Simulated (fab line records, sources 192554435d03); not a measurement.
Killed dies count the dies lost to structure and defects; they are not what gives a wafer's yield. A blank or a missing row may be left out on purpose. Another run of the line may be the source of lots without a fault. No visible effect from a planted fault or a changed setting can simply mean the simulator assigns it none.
Lot-split experiment -- flow n5-finfet -- 21 wafers read across 7 lots, on a route 1938 steps long

== THE SPLIT ITSELF ==
At N5_BEOL_M0_ETCH_138 (etches SiCN in CH3F/O2, target depth 12 nm, time 31.6 s), the setting source-w was moved away from the recipe's 395 W on 9 of the 21 wafers read, by -6.5% to +13.1%. The other wafers ran this setting at the recipe's value.

Reading taken at the split's own step.

== THE READING ==
rf-vpp-V, in V, at N5_BEOL_M0_ETCH_138 (etches SiCN in CH3F/O2, target depth 12 nm, time 31.6 s). Fault-free wafers of this fab line usually give 297.7 V, standard deviation 1.2 V.

wafer,"tool, chamber at the split","source-w as run, W",against the recipe,"rf-vpp-V, V",against lot-mates on the recipe
L079.1,"rie-diel-05, 2",395,recipe,295.8,-
L079.2,"rie-diel-05, 1",395,recipe,294.6,-
L079.3,"rie-diel-05, 3",440.6,+11.5%,289.4,-5.8
L083.1,"rie-diel-04, 0",446.7,+13.1%,285.6,-10.3
L083.3,"rie-diel-04, 3",395,recipe,295.9,-
L083.6,"rie-diel-04, 2",446.7,+13.1%,284.8,-11.1
L085.1,"rie-diel-04, 1",441.3,+11.7%,288.4,no lot-mate on the recipe
L085.5,"rie-diel-04, 2",441.3,+11.7%,287.0,no lot-mate on the recipe
L085.6,"rie-diel-04, 1",441.3,+11.7%,288.7,no lot-mate on the recipe
L086.2,"rie-diel-04, 2",369.4,-6.5%,304.1,+5.6
L086.4,"rie-diel-04, 3",369.4,-6.5%,305.0,+6.5
L086.6,"rie-diel-04, 3",395,recipe,298.5,-
L089.1,"rie-diel-04, 0",395,recipe,296.7,-
L089.3,"rie-diel-04, 3",395,recipe,298.5,-
L089.5,"rie-diel-04, 0",395,recipe,296.8,-
L093.1,"rie-diel-04, 2",395,recipe,298.3,-
L093.4,"rie-diel-04, 1",432.7,+9.5%,288.7,-10.2
L093.6,"rie-diel-04, 3",395,recipe,299.4,-
L096.1,"rie-diel-05, 2",395,recipe,297.9,-
L096.3,"rie-diel-05, 0",395,recipe,297.9,-
L096.5,"rie-diel-05, 3",395,recipe,297.5,-

FIT RESULTS
A straight line over all 21 wafers: rf-vpp-V changes by -0.878 V for each +1% of source-w; r = -0.97; the points scatter about the line by 1.4 V.
The same after taking each lot's own level away (the mean of its wafers on the recipe; 18 wafers): -0.81 V for each +1%; r = -0.97; scatter 1.2 V.
According to that fit, moving source-w by its largest amount changes the reading by 11 V.
The lots' own levels span 295.20 to 298.85 V, that is 3.0 times the standard deviation above.
Consequently the slope shifts little with the lot-to-lot level, the two slopes agreeing.
Check: for one of the wafers moved furthest among these (+13.1%), held out of the fit, the line's prediction against its lot-mates is -10.5 V. It came out at -10.3 V against them.
Tool readings at the split's step, against how far the setting was moved: rf-vpp-V r = -0.97.

== OTHER SPLITS APPLIED TO THESE WAFERS ==
These wafers also went through other splits before the reading. Each is held against what the fit with the lots' levels taken away leaves over:
other split on the same wafers,wafers away from the commonest value,r with rf-vpp-V (lot level and that fit taken away)
N5_BEOL_M0_SAQP_PECVD_04 time-s,6,+0.17

== THE FILE'S OWN FIT ==
rf-vpp-V changes by -0.784 V for each +1% of source-w, r = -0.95.
